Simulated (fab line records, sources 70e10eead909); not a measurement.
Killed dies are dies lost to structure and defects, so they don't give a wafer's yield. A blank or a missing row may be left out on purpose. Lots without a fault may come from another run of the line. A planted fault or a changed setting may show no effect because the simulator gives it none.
Which tool did it? | flow nand_harc | 6 lots, 18 wafers sampled, at 3 steps of a route of 1302

WHAT THE GAUGES READ, wafer by wafer
NHARC_A_ONON_D2_THK_MEAS_27: measures by ellipsometry.
lot  | measured     | on            | thk_nm (nm)
L805 | day 14 01:34 | film_metro-02 | 1012 1014 1013
L807 | day 14 22:58 | film_metro-02 | 990 990 989
L817 | day 19 00:55 | film_metro-02 | 1002 1001 1002
L819 | day 19 21:10 | film_metro-01 | 1002 999 1002
L821 | day 20 08:11 | film_metro-02 | 1003 1004 1004
L826 | day 22 15:07 | film_metro-01 | 986 987 985

WHICH TOOL RAN EACH LOT (tool, then ch and the chambers of the sampled wafers, then the start)
lot  | NHARC_A_CHANNEL_FILL_D1_ALD_03      | NHARC_A_DECK1_JOINT_CMP_13
L805 | ald_sin_batch-01 ch 0, day 10 03:01 | cmp-04 ch 0,1, day 12 12:07
L807 | ald_sin_batch-01 ch 0, day 10 22:58 | cmp-03 ch 0,2,3, day 13 06:40
L817 | ald_sin_batch-02 ch 0, day 14 22:05 | cmp-02 ch 0,1,3, day 17 06:22
L819 | ald_sin_batch-02 ch 0, day 15 23:53 | cmp-02 ch 0,1,2, day 18 10:14
L821 | ald_sin_batch-02 ch 0, day 16 04:05 | cmp-03 ch 1,2,3, day 18 14:03
L826 | ald_sin_batch-01 ch 0, day 18 21:31 | cmp-03 ch 2,3, day 21 04:10
- NHARC_A_CHANNEL_FILL_D1_ALD_03: deposits SiNx, target thk 6 nm, pulse time 60 s, ald cycles 58.
- NHARC_A_DECK1_JOINT_CMP_13: polishes, target thk 51.023 nm.

THE ANSWER, worked out from the rows above alone
Rule: what is usual is taken from the lots themselves. Put in order of their means at a reading, lots are off if they are a third of the lots or fewer, leave a main group of 4 or more, and stand apart from it by a gap of 3 or more times the standard deviation of the main group's means; of several such gaps the widest counts. A main group whose means are all the same, to the digits that the tables above print for the reading, isn't used. A lot without any number at a reading at which 4 lots or more have one is off too. The other lots that the step has rows for count as sound.
No lot is off at any reading shown: from this, nothing can be told.

WHAT THE SIMULATOR HAD PUT IN
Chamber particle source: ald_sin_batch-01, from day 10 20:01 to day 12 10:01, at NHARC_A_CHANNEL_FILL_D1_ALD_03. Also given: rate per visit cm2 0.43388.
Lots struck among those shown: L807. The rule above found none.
